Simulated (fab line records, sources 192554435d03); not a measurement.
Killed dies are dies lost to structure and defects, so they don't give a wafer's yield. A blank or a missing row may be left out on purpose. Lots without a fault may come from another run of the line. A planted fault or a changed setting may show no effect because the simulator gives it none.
A struck lot beside a sound one | flow n5_finfet | 16 steps out of a route of 1938
Sound: wafers L931.2, L931.4, L931.6. Struck: wafer L949.6. (L949.2, L949.3 of the same lot were not struck and are left out.) The cause comes at the end.
At each step with rows: each side's tool, then ch and its chambers, then its first start. Under that, the readings that differ: sound wafers | struck wafers | difference of the means | sigmas: that difference in standard deviations of wafers without a fault.
alike: readings whose means differ by less than 2 such deviations, and words and numbers that are the same on both sides. not compared: withheld readings, readings that some wafer has no value for, bounds like >300 that may hide the same value, and numbers for which the record gives no deviation and whose values overlap.
The two part at a step that has a row with sigmas, a row that says differs or no value, or rows on one side only. Numbers that don't overlap but have no deviation are shown without sigmas and don't part them. A reading that every wafer of one side lacks parts them only if that side has two wafers or more.

first, 5 steps without rows for these wafers: N5_BEOL_M0_CUTY_EBR_52; N5_BEOL_M0_CUTY_SOFTBAKE_53 (time 60 s); N5_BEOL_M0_CUTY_EXPOSE_54 (exposes mask M0 ABLK); N5_BEOL_M0_CUTY_PEB_55 (peb time 60 s); N5_BEOL_M0_CUTY_DEVELOP_56 (develop time 30 s).
N5_BEOL_M0_CUTY_CD_MEAS_57: target cd 200 nm.
  sound on cd_sem-02 ch 0, day 7 01:34; struck on cd_sem-03 ch 0, day 10 15:57
  alike: cd_nm
N5_BEOL_M0_CUTY_OVL_MEAS_58:
  sound on overlay-02 ch 0, day 7 01:36; struck on overlay-01 ch 0, day 10 15:59
  alike: M0_ABLK_OVL
N5_BEOL_M0_CUTY_INSPECT_59: inspects for defects (macro).
  sound on defect_inspect-01, day 7 01:37; struck on defect_inspect-01, day 10 16:00
  alike: raw_defect_count
N5_BEOL_M0_CUTY_DESCUM_61: chemistry O2, time 7.9 s.
  sound on rie_diel-03 ch 0,1,2, day 7 01:40; struck on rie_diel-03 ch 3, day 10 16:02
  alike: bias_power_w, drypump_motor_current_A, oes_product_au, rf_vpp_V, showerhead_plenum_p_Torr, throttle_valve_pct
  not compared: rf_hours_counter_h
N5_BEOL_M0_CUTY_ETCH_62: etches SiARC in CF4, time 58.5 s.
  sound on rie_diel-03 ch 0,1,2, day 7 01:41; struck on rie_diel-03 ch 3, day 10 16:04
  alike: drypump_motor_current_A, etch_rf_on_time_s, oes_product_au, rf_vpp_V, showerhead_plenum_p_Torr, throttle_valve_pct
  not compared: rf_hours_counter_h
N5_BEOL_M0_CUTY_ETCH_63: etches SOC in N2/H2, target depth 82.7 nm, overetch 16.5 nm, time 124 s.
  sound on rie_diel-03 ch 0,1,2, day 7 01:44; struck on rie_diel-03 ch 3, day 10 16:07
  alike: drypump_motor_current_A, h2_flow_sccm, oes_product_au, rf_vpp_V, showerhead_plenum_p_Torr, throttle_valve_pct
  not compared: rf_hours_counter_h
then, 1 step without rows for these wafers: N5_BEOL_M0_CUTY_STRIP_64 (strips in N2/H2).
N5_BEOL_M0_ETCH_138: etches SiCN in CH3F/O2, target depth 12 nm, time 31.6 s.
  sound on rie_diel-03 ch 0,1,2, day 7 01:52; struck on rie_diel-03 ch 3, day 10 16:14
  reading               | sound          | struck | difference | sigmas
  etch_rf_on_time_s (s) | 30.0 29.2 29.3 | 21.5   | -8.0       | -7
  oes_product_au (a.u.) | 0.62 0.62 0.70 | 0.85   | +0.20      | +4
  alike: drypump_motor_current_A, rf_vpp_V, showerhead_plenum_p_Torr, throttle_valve_pct
  not compared: rf_hours_counter_h
N5_BEOL_M0_HM_OPEN_105: chemistry Cl2/BCl3, target TiN, target depth 12 nm.
  sound on rie_metal-02 ch 0,1, day 7 01:59; struck on rie_metal-03 ch 0, day 10 17:59
  alike: drypump_motor_current_A, oes_product_au, throttle_valve_pct
  not compared: rf_hours_counter_h
-- the record jumps here: 2 days lie between the struck wafers' starts before and after (it left off in module BEOL_M0 and takes up again in module BEOL_M4, whose first step shown is number 1111 of the route) --
N5_BEOL_M4_RC_MEAS_101:
  sound on prober-02 ch 0, day 8 23:58; struck on prober-01 ch 0, day 12 18:58
  alike: DIBL_N, DIBL_P, IOFF_N, IOFF_P, ION_N, ION_P, SS_N, SS_P, VT_N, VT_P
N5_PASSIVATION_PROBE_49:
  the record has rows for the sound wafers here (prober-01, day 12 23:34) and none for the struck ones

WHERE THEY PART
First at N5_BEOL_M0_ETCH_138; last, within this record, at N5_PASSIVATION_PROBE_49.

WHY: what the simulator had put in
Process parameter drift: rie_diel-03, from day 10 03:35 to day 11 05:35, at N5_BEOL_M0_ETCH_138. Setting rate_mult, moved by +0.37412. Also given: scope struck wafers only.
